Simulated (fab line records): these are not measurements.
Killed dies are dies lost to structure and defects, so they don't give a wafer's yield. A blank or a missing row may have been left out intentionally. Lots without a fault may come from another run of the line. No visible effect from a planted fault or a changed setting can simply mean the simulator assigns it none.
fab line records + flow n5Finfet + part 2 of 2: steps 5 to 6 of 6
record
- lots=22
- wafers=66
- lastDay=18
route steps=1938 shown BEOL_M10@1492 BEOL_M11@1571
lots that met no fault: taken from a fault-free run of the same line
startH: hours from the record's first day to the start of the lot's first wafer shown + waitH: hours elapsed since this lot's preceding step + " unchanged from the row above + L1.1+2: a single row standing in for several wafers + - value missing, or start not given + * or withheld: withheld + < > ~ a bound
route shown NAME@n: a module of which the file shows steps, and the number in the route of the first + usual: mean and standard deviation over wafers with no fault + same: alike in all rows + chamber/n: place in a boat + sites: per-site readings + _std_site: how widely they spread, as a standard deviation + _edge_site: inner sites' mean taken away from outer sites' mean + radiusMm: for every site, how far away it sits from the centre of the wafer + mask NAME#n: copy n + behind: tool/chamber where the wafer was last shaped + hold: cause of the lot's hold/its duration in hours/its outcome + device: the transistor (n, p or np) that didn't switch + end of line: at the end of the route, the tests of the same wafers + a step given without rows: its recipe and nothing more + killed: not the wafer's yield, but the dies lost to structure and defects at the first sort + map: shows each die of a wafer: x if killed, . if not, _ if none is there
set.NAME: the setting as run; set.NAME@STEP: as run at that earlier step + model.NAME: the simulator's own value behind a step, which no gauge read
one table for each step of the route and one row for each wafer, over a sample of lots
services: a tool's chamber out of use, with start hour (startH, from the record's first day; less than 0 if before it), hours out, and reason
## steps
# step N5_BEOL_M11_ETCH_41
# recipe
- chemistry=CH3F/O2
- target=SiCN
- targetDepthA=426
- taperDeg=2
- timeS=86
- ionEnergyEv=120
- maskMaterial=TiN
- pressureMtorr=30
- sourceW=395
- biasW=75
- Ar_flow_sccm=150
- CH3F_flow_sccm=30
- O2_flow_sccm=20
# usual
- drypumpMotorCurrentA=5.9/0.31
- oesProductAu=0.82/0.086
- rfVppV=297.2/2
- showerheadPlenumPTorr=2.00/0.086
- throttleValvePct=16.26/0.25
| lot.wafer | tool       | chamber | startH | waitH | drypumpMotorCurrentA | oesProductAu | rfHoursCounterH | rfVppV | showerheadPlenumPTorr | throttleValvePct |
|-----------|------------|---------|--------|-------|----------------------|--------------|-----------------|--------|-----------------------|------------------|
| L074.1    | rieDiel-03 | 0       | -      | -     | 5.8                  | 0.86         | 51              | 298.5  | 2.02                  | 16.36            |
| L074.2    | "          | 1       | "      | "     | 5.6                  | 0.74         | 203             | 295.7  | 1.90                  | 16.61            |
| L074.3    | "          | 2       | "      | "     | 6.5                  | 0.96         | 7               | 297.6  | 1.97                  | 15.86            |
| L076.3    | rieDiel-06 | 1       | -      | -     | 6.2                  | 0.86         | 46              | 296.3  | 1.96                  | 16.42            |
| L076.4    | "          | 3       | "      | "     | 5.9                  | 0.75         | 146             | 295.0  | 1.95                  | 16.52            |
| L076.5    | "          | 3       | "      | "     | 6.0                  | 0.75         | -               | 296.5  | 1.94                  | 16.50            |
| L079.1    | rieDiel-06 | 1       | -      | -     | 6.2                  | 0.87         | 47              | 295.3  | 1.96                  | 16.41            |
| L079.2    | "          | 3       | "      | "     | 6.0                  | 0.75         | 147             | 295.0  | 1.94                  | 16.52            |
| L079.3    | "          | 2       | "      | "     | 5.9                  | 0.92         | 6               | 297.8  | 2.04                  | 15.94            |
| L078.2    | rieDiel-04 | 3       | -      | -     | 5.6                  | 0.77         | 142             | 293.9  | 1.85                  | 16.14            |
| L078.4    | "          | 3       | "      | "     | 5.6                  | 0.77         | -               | 292.6  | 1.85                  | 16.14            |
| L078.5    | "          | 1       | "      | "     | 6.2                  | 0.71         | -               | 298.6  | 2.07                  | 16.25            |
| L080.2    | rieDiel-03 | 2       | -      | -     | 6.5                  | 0.92         | 21              | 295.8  | 1.97                  | 15.90            |
| L080.4    | "          | 0       | "      | "     | 5.8                  | 0.84         | 64              | 298.2  | 2.02                  | 16.41            |
| L080.5    | "          | 3       | "      | "     | 5.5                  | 0.94         | -               | 299.2  | 2.15                  | 15.88            |
| L083.1    | rieDiel-06 | 2       | -      | -     | 5.9                  | 0.90         | 16              | 297.0  | 2.03                  | 15.96            |
| L083.3    | "          | 3       | "      | "     | 6.0                  | 0.73         | 157             | 296.0  | 1.94                  | 16.55            |
| L083.4    | "          | 1       | "      | "     | 6.2                  | 0.86         | 57              | 294.4  | 1.96                  | 16.43            |
| L081.2    | rieDiel-06 | 1       | -      | -     | 6.2                  | 0.85         | 58              | 296.3  | 1.96                  | 16.43            |
| L081.3    | "          | 2       | "      | "     | 5.9                  | 0.90         | 17              | 298.4  | 2.04                  | 15.97            |
| L081.5    | "          | 3       | "      | "     | 6.0                  | 0.74         | -               | 295.6  | 1.94                  | 16.53            |
| L082.1    | rieDiel-06 | 0       | -      | -     | 5.5                  | 0.95         | 4               | 299.3  | 2.14                  | 16.07            |
| L082.4    | "          | 1       | "      | "     | 6.2                  | 0.85         | 60              | 294.5  | 1.96                  | 16.44            |
| L082.6    | "          | 2       | "      | "     | 5.9                  | 0.88         | -               | 298.4  | 2.03                  | 15.96            |
| L084.1    | rieDiel-03 | 3       | -      | -     | 5.5                  | 0.92         | 12              | 298.4  | 2.15                  | 15.91            |
| L084.4    | "          | 2       | "      | "     | 6.6                  | 0.90         | -               | 296.6  | 1.96                  | 15.89            |
| L084.6    | "          | 3       | "      | "     | 5.5                  | 0.91         | -               | 300.9  | 2.15                  | 15.86            |
| L085.1    | rieDiel-06 | 1       | -      | -     | 6.2                  | 0.84         | 65              | 297.6  | 1.96                  | 16.45            |
| L085.2    | "          | 0       | "      | "     | 5.5                  | 0.94         | 10              | 299.9  | 2.14                  | 16.08            |
| L085.3    | "          | 2       | "      | "     | 5.9                  | 0.88         | 25              | 297.7  | 2.03                  | 15.98            |
| L086.3    | rieDiel-06 | 3       | -      | -     | 6.0                  | 0.74         | 169             | 295.2  | 1.94                  | 16.57            |
| L086.4    | "          | 1       | "      | "     | 6.2                  | 0.85         | 68              | 296.0  | 1.96                  | 16.47            |
| L086.6    | "          | 3       | "      | "     | 6.0                  | 0.74         | -               | 294.9  | 1.94                  | 16.57            |
| L089.2    | rieDiel-03 | 1       | -      | -     | 5.6                  | 0.71         | 232             | 293.5  | 1.89                  | 16.67            |
| L089.4    | "          | 0       | "      | "     | 5.9                  | 0.82         | 78              | 297.6  | 2.01                  | 16.42            |
| L089.5    | "          | 3       | "      | "     | 5.5                  | 0.90         | -               | 300.1  | 2.15                  | 15.91            |
| L087.2    | rieDiel-06 | 3       | -      | -     | 6.0                  | 0.73         | 170             | 296.5  | 1.94                  | 16.57            |
| L087.3    | "          | 1       | "      | "     | 6.2                  | 0.84         | 69              | 297.6  | 1.96                  | 16.46            |
| L087.4    | "          | 0       | "      | "     | 5.4                  | 0.92         | 14              | 300.0  | 2.14                  | 16.08            |
| L088.3    | rieDiel-03 | 0       | -      | -     | 5.9                  | 0.82         | 79              | 299.9  | 2.01                  | 16.43            |
| L088.4    | "          | 1       | "      | "     | 5.6                  | 0.71         | 233             | 296.1  | 1.89                  | 16.67            |
| L088.5    | "          | 0       | "      | "     | 5.9                  | 0.82         | -               | 298.0  | 2.01                  | 16.43            |
| L090.1    | rieDiel-04 | 0       | -      | -     | 5.4                  | 0.72         | 206             | 296.0  | 1.89                  | 16.19            |
| L090.2    | "          | 1       | "      | "     | 6.2                  | 0.69         | 216             | 299.7  | 2.07                  | 16.31            |
| L090.3    | "          | 2       | "      | "     | 6.0                  | 0.89         | 38              | 298.2  | 2.07                  | 16.39            |
| L091.1    | rieDiel-06 | 3       | -      | -     | 6.0                  | 0.72         | 176             | 296.1  | 1.93                  | 16.58            |
| L091.5    | "          | 1       | "      | "     | 6.2                  | 0.82         | -               | 294.5  | 1.95                  | 16.47            |
| L091.6    | "          | 2       | "      | "     | 5.9                  | 0.87         | -               | 298.6  | 2.03                  | 15.99            |
| L094.2    | rieDiel-06 | 3       | -      | -     | 6.0                  | 0.72         | 178             | 296.4  | 1.93                  | 16.58            |
| L094.3    | "          | 2       | "      | "     | 5.9                  | 0.86         | 38              | 296.8  | 2.03                  | 16.01            |
| L094.5    | "          | 2       | "      | "     | 5.9                  | 0.87         | -               | 297.3  | 2.03                  | 16.00            |
| L093.2    | rieDiel-04 | 1       | -      | -     | 6.2                  | 0.67         | 223             | 300.1  | 2.06                  | 16.32            |
| L093.4    | "          | 3       | "      | "     | 5.6                  | 0.74         | 172             | 295.9  | 1.84                  | 16.19            |
| L093.6    | "          | 0       | "      | "     | 5.4                  | 0.72         | -               | 295.5  | 1.89                  | 16.20            |
| L095.1    | rieDiel-04 | 3       | -      | -     | 5.6                  | 0.73         | 172             | 293.4  | 1.84                  | 16.18            |
| L095.4    | "          | 1       | "      | "     | 6.2                  | 0.68         | 224             | 299.2  | 2.06                  | 16.32            |
| L095.6    | "          | 1       | "      | "     | 6.2                  | 0.67         | -               | 299.3  | 2.06                  | 16.31            |
| L092.1    | rieDiel-03 | 0       | -      | -     | 5.9                  | 0.79         | 95              | 298.5  | 2.01                  | 16.45            |
| L092.3    | "          | 3       | "      | "     | 5.5                  | 0.86         | 37              | 300.0  | 2.14                  | 15.92            |
| L092.4    | "          | 1       | "      | "     | 5.6                  | 0.70         | 249             | 294.7  | 1.89                  | 16.69            |
| L096.1    | rieDiel-06 | 3       | -      | -     | 6.0                  | 0.71         | 184             | 295.6  | 1.93                  | 16.59            |
| L096.4    | "          | 1       | "      | "     | 6.2                  | 0.82         | 85              | 296.7  | 1.95                  | 16.50            |
| L096.6    | "          | 2       | "      | "     | 5.9                  | 0.85         | -               | 297.3  | 2.03                  | 16.02            |
| L097.2    | rieDiel-06 | 2       | -      | -     | 5.9                  | 0.84         | 51              | 297.1  | 2.02                  | 16.03            |
| L097.5    | "          | 1       | "      | "     | 6.2                  | 0.80         | -               | 296.5  | 1.95                  | 16.50            |
| L097.6    | "          | 2       | "      | "     | 5.9                  | 0.84         | -               | 297.5  | 2.02                  | 16.04            |
# step N5_BEOL_M11_DEGAS_44
# recipe
- ambient=vacuum
- tempC=250
- timeS=60
# usual
- heaterPowerW=317/33
| lot.wafer | tool          | chamber | startH | waitH | heaterPowerW |
|-----------|---------------|---------|--------|-------|--------------|
| L074.1    | pvdSputter-01 | -       | 226.52 | 0.3   | 293          |
| L074.2    | "             | -       | "      | "     | 326          |
| L074.3    | "             | -       | "      | "     | 347          |
| L076.3    | pvdSputter-02 | -       | 245.06 | 2.2   | 341          |
| L076.4    | "             | -       | "      | "     | 359          |
| L076.5    | "             | -       | "      | "     | 319          |
| L079.1    | pvdSputter-03 | -       | 245.81 | 0.3   | 257          |
| L079.2    | "             | -       | "      | "     | 276          |
| L079.3    | "             | -       | "      | "     | 311          |
| L078.2    | pvdSputter-02 | -       | 255.34 | 1.1   | 335          |
| L078.4    | "             | -       | "      | "     | 356          |
| L078.5    | "             | -       | "      | "     | 339          |
| L080.2    | pvdSputter-03 | -       | 266.00 | 0.2   | 309          |
| L080.4    | "             | -       | "      | "     | 382          |
| L080.5    | "             | -       | "      | "     | 264          |
| L083.1    | pvdSputter-02 | -       | 273.68 | 1.6   | 344          |
| L083.3    | "             | -       | "      | "     | 331          |
| L083.4    | "             | -       | "      | "     | 363          |
| L081.2    | pvdSputter-01 | -       | 276.85 | 2.0   | 344          |
| L081.3    | "             | -       | "      | "     | 297          |
| L081.5    | "             | -       | "      | "     | 319          |
| L082.1    | pvdSputter-03 | -       | 281.60 | 0.5   | 371          |
| L082.4    | "             | -       | "      | "     | 275          |
| L082.6    | "             | -       | "      | "     | 378          |
| L084.1    | pvdSputter-01 | -       | 292.12 | 0.4   | 293          |
| L084.4    | "             | -       | "      | "     | 324          |
| L084.6    | "             | -       | "      | "     | 318          |
| L085.1    | pvdSputter-01 | -       | 300.98 | 0.7   | 331          |
| L085.2    | "             | -       | "      | "     | 325          |
| L085.3    | "             | -       | "      | "     | 299          |
| L086.3    | pvdSputter-01 | -       | 316.25 | 0.3   | 317          |
| L086.4    | "             | -       | "      | "     | 290          |
| L086.6    | "             | -       | "      | "     | 327          |
| L089.2    | pvdSputter-03 | -       | 318.34 | 0.2   | 313          |
| L089.4    | "             | -       | "      | "     | 263          |
| L089.5    | "             | -       | "      | "     | 277          |
| L087.2    | pvdSputter-01 | -       | 319.66 | 1.2   | 344          |
| L087.3    | "             | -       | "      | "     | 325          |
| L087.4    | "             | -       | "      | "     | 297          |
| L088.3    | pvdSputter-01 | -       | 321.66 | 0.5   | 347          |
| L088.4    | "             | -       | "      | "     | 337          |
| L088.5    | "             | -       | "      | "     | 351          |
| L090.1    | pvdSputter-01 | -       | 336.13 | 0.3   | 322          |
| L090.2    | "             | -       | "      | "     | 297          |
| L090.3    | "             | -       | "      | "     | 325          |
| L091.1    | pvdSputter-01 | -       | 345.88 | 0.6   | 328          |
| L091.5    | "             | -       | "      | "     | 325          |
| L091.6    | "             | -       | "      | "     | 297          |
| L094.2    | pvdSputter-02 | -       | 351.68 | 0.3   | 341          |
| L094.3    | "             | -       | "      | "     | 332          |
| L094.5    | "             | -       | "      | "     | 321          |
| L093.2    | pvdSputter-03 | -       | 359.43 | 0.5   | 380          |
| L093.4    | "             | -       | "      | "     | 267          |
| L093.6    | "             | -       | "      | "     | 311          |
| L095.1    | pvdSputter-03 | -       | 363.72 | 2.2   | 265          |
| L095.4    | "             | -       | "      | "     | 306          |
| L095.6    | "             | -       | "      | "     | 278          |
| L092.1    | pvdSputter-03 | -       | 372.26 | 0.6   | 257          |
| L092.3    | "             | -       | "      | "     | 380          |
| L092.4    | "             | -       | "      | "     | 271          |
| L096.1    | pvdSputter-01 | -       | 376.06 | 2.1   | 324          |
| L096.4    | "             | -       | "      | "     | 319          |
| L096.6    | "             | -       | "      | "     | 347          |
| L097.2    | pvdSputter-03 | -       | 397.37 | 0.5   | 273          |
| L097.5    | "             | -       | "      | "     | 317          |
| L097.6    | "             | -       | "      | "     | 378          |
## services
| tool          | chamber | startH | hours | kind                        |
|---------------|---------|--------|-------|-----------------------------|
| rieDiel-02    | -       | 201.05 | 2.8   | pm                          |
| rieDiel-06    | -       | 201.59 | 2.8   | pm                          |
| rieDiel-04    | 0       | 209.83 | 5.8   | repair                      |
| rieDiel-06    | 2       | 213.54 | -     | clean                       |
| rieDiel-06    | 2       | 213.54 | -     | consumableReplace:focusRing |
| rieDiel-06    | 2       | 213.54 | 13.1  | scheduledDown               |
| rieDiel-06    | 2       | 213.54 | 13.1  | ventCycle                   |
| rieDiel-06    | 0       | 242.41 | -     | clean                       |
| rieDiel-04    | 0       | 250.43 | 17.9  | repair                      |
| rieDiel-05    | 3       | 264.39 | 4.8   | repair                      |
| rieDiel-03    | -       | 267.61 | 2.8   | pm                          |
| rieDiel-05    | -       | 272.79 | 2.8   | pm                          |
| rieDiel-03    | 3       | 285.89 | 4.9   | repair                      |
| rieDiel-01    | 1       | 293.56 | 7.0   | repair                      |
| rieDiel-05    | 0       | 301.41 | 5.1   | repair                      |
| pvdSputter-02 | -       | 305.99 | 6.3   | repair                      |
| rieDiel-06    | -       | 318.79 | 1.1   | repair                      |
| rieDiel-02    | 2       | 322.94 | 2.0   | repair                      |
| rieDiel-04    | 0       | 341.79 | 8.0   | repair                      |
| pvdSputter-02 | -       | 359.20 | 3.8   | repair                      |
| rieDiel-05    | 0       | 366.04 | 5.1   | repair                      |
| rieDiel-06    | 0       | 366.77 | 5.4   | repair                      |
| rieDiel-01    | -       | 373.38 | 0.9   | repair                      |
| rieDiel-04    | 0       | 391.03 | 6.1   | repair                      |
